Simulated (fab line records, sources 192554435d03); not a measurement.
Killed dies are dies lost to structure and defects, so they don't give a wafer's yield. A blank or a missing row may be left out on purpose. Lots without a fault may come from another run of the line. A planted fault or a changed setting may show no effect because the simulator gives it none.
Chamber matching | flow n5_finfet | N5_HKMG_FIN_STRIP_89 on rie_diel-01: 4 sister chambers
The step strips SOC in N2/H2, time 20 s. 30 wafers are shown with their chamber, then 12 later ones without.

WAFERS WITH THEIR CHAMBER
wafer  | chamber | showerhead_plenum_p_Torr (Torr) | throttle_valve_pct (%) | drypump_motor_current_A (A)
L074.3 | 0       | 3.60                            | 19.6                   | 6.2
L074.4 | 3       | 3.36                            | 18.8                   | 6.4
L074.5 | 3       | 3.36                            | 18.8                   | 6.5
L075.1 | 2       | 3.38                            | 18.8                   | 5.5
L075.4 | 3       | 3.36                            | 18.8                   | 6.4
L075.5 | 2       | 3.38                            | 18.8                   | 5.5
L076.2 | 1       | 3.31                            | 19.4                   | 5.9
L076.5 | 0       | 3.60                            | 19.6                   | 6.2
L076.6 | 1       | 3.31                            | 19.4                   | 5.9
L078.1 | 2       | 3.37                            | 18.9                   | 5.6
L078.4 | 1       | 3.31                            | 19.4                   | 6.0
L078.6 | 2       | 3.37                            | 18.8                   | 5.6
L079.2 | 1       | 3.31                            | 19.5                   | 6.0
L079.3 | 3       | 3.36                            | 18.8                   | 6.5
L079.4 | 2       | 3.37                            | 18.8                   | 5.6
L081.1 | 1       | 3.31                            | 19.5                   | 5.9
L081.2 | 3       | 3.36                            | 18.8                   | 6.4
L081.6 | 1       | 3.31                            | 19.4                   | 5.9
L082.1 | 2       | 3.37                            | 18.8                   | 5.5
L082.3 | 0       | 3.59                            | 19.6                   | 6.2
L082.6 | 3       | 3.36                            | 18.8                   | 6.4
L084.1 | 1       | 3.31                            | 19.5                   | 5.9
L084.3 | 3       | 3.35                            | 18.8                   | 6.4
L084.5 | 2       | 3.37                            | 18.9                   | 5.6
L086.3 | 0       | 3.59                            | 19.6                   | 6.2
L086.5 | 3       | 3.35                            | 18.8                   | 6.4
L086.6 | 2       | 3.37                            | 18.9                   | 5.6
L092.3 | 1       | 3.30                            | 19.5                   | 5.9
L092.5 | 3       | 3.35                            | 18.8                   | 6.5
L092.6 | 0       | 3.58                            | 19.6                   | 6.3

SIGNATURES (means of the wafers above)
reading                  | chamber 0 | chamber 1 | chamber 2 | chamber 3 | scatter within a chamber
showerhead_plenum_p_Torr | 3.5920    | 3.3087    | 3.3725    | 3.3567    | 0.00525
throttle_valve_pct       | 19.600    | 19.450    | 18.837    | 18.800    | 0.0386
drypump_motor_current_A  | 6.220     | 5.925     | 5.562     | 6.433     | 0.0487
Rule: a wafer's distance from a chamber is the root of the sum, over the readings, of the square of ((its reading less the chamber's mean) divided by the reading's scatter). The wafer belongs to the nearest chamber; if the next one is less than 2 further off, it can't be placed. The scatter: the root of (the sum of the squares of (reading less its chamber's mean) over the shown wafers, divided by (wafers less chambers)).

WAFERS WITHOUT THEIR CHAMBER
wafer  | showerhead_plenum_p_Torr (Torr) | throttle_valve_pct (%) | drypump_motor_current_A (A)
L094.1 | 3.36                            | 18.9                   | 5.5
L094.3 | 3.57                            | 19.6                   | 6.2
L094.4 | 3.34                            | 18.8                   | 6.4
L095.1 | 3.29                            | 19.5                   | 5.9
L095.3 | 3.57                            | 19.6                   | 6.2
L095.6 | 3.34                            | 18.8                   | 6.4
L096.1 | 3.29                            | 19.5                   | 6.0
L096.5 | 3.57                            | 19.6                   | 6.2
L096.6 | 3.29                            | 19.5                   | 6.0
L097.2 | 3.57                            | 19.6                   | 6.2
L097.3 | 3.34                            | 18.9                   | 6.5
L097.6 | 3.29                            | 19.5                   | 6.0

WHICH CHAMBER EACH WENT THROUGH
wafer  | from the rows above | in truth
L094.1 | 2                   | 2
L094.3 | 0                   | 0
L094.4 | 3                   | 3
L095.1 | 1                   | 1
L095.3 | 0                   | 0
L095.6 | 3                   | 3
L096.1 | 1                   | 1
L096.5 | 0                   | 0
L096.6 | 1                   | 1
L097.2 | 0                   | 0
L097.3 | 3                   | 3
L097.6 | 1                   | 1
Placed correctly: 12 of 12. Can't be placed from these rows: 0. Placed wrongly: 0.
